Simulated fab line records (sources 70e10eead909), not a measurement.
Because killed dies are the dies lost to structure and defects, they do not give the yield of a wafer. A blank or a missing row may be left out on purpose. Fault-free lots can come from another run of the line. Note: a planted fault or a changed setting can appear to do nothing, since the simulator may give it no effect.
Problem report, 8D (eight disciplines) form, completed by code / flow nandHarc / the parts of the form that need people (team, actions taken, sign-off) are left out

1. THE ISSUE
Mean of thkNm at NHARC_A_ONON_D1_THK_MEAS_18: 1679 nm across 2 wafers in 2 lots; on wafers with no fault it is 1000 nm (standard deviation 10). Relative to the usual mean, that is a shift of +68 standard deviations.
The step: measures by ellipsometry.
Seen first at day 10 15:50 on filmMetro-01, wafer L219.2. At this step, 42 wafers from 14 lots have a number in the record. The rule behind "out" and "out of limits": a value lying over 4 standard deviations away from the usual mean. The other wafers with a number count as sound.

2. WHAT IT IS; WHAT IT IS NOT
question=which readings at this step | is=thkNm | is not=-
question=which lots | is=L219, L220 | is not=L208, L209, L210, L211, L212, L213, L222, L223, L225, L226, L230, L231
question=which wafers of those lots | is=L219.2, L220.6 | is not=L219.3, L219.4, L220.3, L220.4
question=read on which gauges | is=filmMetro-01 | is not=filmMetro-02
question=when | is=from day 10 15:50 | is not=up to then (20 sound wafers); but 20 sound wafers of L220, L222, L223, L225, L226, L230, L231 came after

3. THE SUSPECTS, EACH WITH WHAT RULES IT OUT
Counting: a tool at a process step up to the reading stays a suspect if it ran every lot that is out. Sound lots after the first of them don't rule it out here, since some wafers of a struck lot are sound.
- ruled out: the gauge at NHARC_A_ONON_D1_THK_MEAS_18. All the wafers that are out were read on filmMetro-01, but those of them that NHARC_END_SORT_01 has rows for are out there too, on other tools.
- pecvdOnon-04 at NHARC_A_ONON_D1_DEP_16 (target thk 1000 nm): kept. Ran every lot that is out, first one L219 (day 10 15:21); last sound lot up to then L210 (day 8 16:29).
Left after counting: pecvdOnon-04 at NHARC_A_ONON_D1_DEP_16.

4. THE CAUSE (what the simulator had put in)
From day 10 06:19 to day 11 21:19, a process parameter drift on pecvdOnon-04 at NHARC_A_ONON_D1_DEP_16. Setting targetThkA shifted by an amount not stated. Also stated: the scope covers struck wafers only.
Counting left only this tool.

5. THE EFFECT CHAIN, in route order
Each row: a reading where the mean over the struck wafers with a number is more than 3 standard deviations away from the usual. Readings are gone through only where the record gives a usual standard deviation; hours: the median, over the lots, of the time from a lot's start at the first step in this table giving one to that lot's start at this step; sigmas: the change measured in usual standard deviations.
hours=0; step=NHARC_A_ONON_D1_THK_MEAS_18; reading=thkNm; usual=1000 nm; on struck wafers=1679; change=+679; sigmas=+68
hours=270; step=NHARC_END_SORT_01; reading=killedAtArray; usual=28; on struck wafers=674; change=+646; sigmas=+59
hours=270; step=NHARC_END_SORT_01; reading=killedDies; usual=31; on struck wafers=677; change=+646; sigmas=+54

6. HOW IT WOULD HAVE BEEN CAUGHT EARLIER
In this record the first reading out of limits at a measuring or inspecting step was taken at day 10 15:50, 10 hours after the fault began at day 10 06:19.
Of the lots that are out (2), L220 began NHARC_A_ONON_D1_DEP_16 on pecvdOnon-04 after day 10 15:50. A tool hold placed at that time would have kept it from harm.
